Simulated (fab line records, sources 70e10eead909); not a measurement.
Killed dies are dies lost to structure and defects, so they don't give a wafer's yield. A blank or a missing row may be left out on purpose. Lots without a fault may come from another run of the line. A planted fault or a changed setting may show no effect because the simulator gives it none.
One fault seen from 2 desks | flow nand_harc | each desk has only its own numbers; what lay behind them comes last

THE TOOL OWNER'S DESK: krf_scanner-04
The tool's own readings at NHARC_A_BONDPAD_EXPOSE_06 (exposes mask A BPAD): means of the sampled wafers that have a number, for each lot that ran on this tool. A lot is out of limits, marked OUT, if its mean lies more than 4 standard deviations from the usual mean; the brackets give that distance.
Columns: A = exposure_dose_mJ_cm2 at NHARC_A_BONDPAD_EXPOSE_06, usual 36.98
lot  | first seen here | A
L208 | day 18 04:53    | 36.96
L221 | day 21 07:05    | 37.01
L222 | day 22 01:35    | 58.11 (+99 or more) OUT
L227 | day 22 19:34    | 54.38 (+99 or more) OUT
L229 | day 23 11:46    | 54.41 (+99 or more) OUT
This desk's finding: out of limits on L222, L227, L229; first on L222, day 22 01:35 (exposure_dose_mJ_cm2 at NHARC_A_BONDPAD_EXPOSE_06). In limits: L208, L221.

THE METROLOGY DESK
What the gauges read, lot by lot, whatever tool the lot ran on: means of the sampled wafers that have a number. A lot is out of limits, marked OUT, if its mean lies more than 4 standard deviations from the usual mean; the brackets give that distance.
Columns: A = cd_nm at NHARC_A_BONDPAD_CD_MEAS_09, usual 499.7 nm
lot  | first seen here | A
L208 | day 18 05:02    | 498.4
L213 | day 18 14:28    | 500.3
L215 | day 19 18:01    | 502.0
L214 | day 19 18:46    | 497.7
L216 | day 20 18:09    | 501.3
L217 | day 21 04:32    | 499.4
L221 | day 21 07:14    | 497.8
L220 | day 22 00:57    | 499.7
L222 | day 22 01:44    | 515.0 (+7.6) OUT
L227 | day 22 19:43    | 512.5 (+6.4) OUT
L229 | day 23 11:55    | 512.5 (+6.4) OUT
This desk's finding: out of limits on L222, L227, L229; first on L222, day 22 01:44 (cd_nm at NHARC_A_BONDPAD_CD_MEAS_09). In limits: L208, L213, L215, L214, L216, L217, L221, L220.

PUT TOGETHER
The tool owner's desk could have raised an alarm at day 22 01:35, on L222, L227, L229.
The metrology desk could have raised an alarm at day 22 01:44, on L222, L227, L229.
Of the lots named, all ran NHARC_A_BONDPAD_EXPOSE_06 on krf_scanner-04.

WHAT THE SIMULATOR HAD PUT IN
Process parameter drift: krf_scanner-04, from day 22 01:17 on, at NHARC_A_BONDPAD_EXPOSE_06. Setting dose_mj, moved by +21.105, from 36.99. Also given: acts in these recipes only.
Lots struck among those shown: L222, L227, L229.
Hours from the fault's start to each desk's first reading out of limits: the tool owner's desk, 0; the metrology desk, 0.
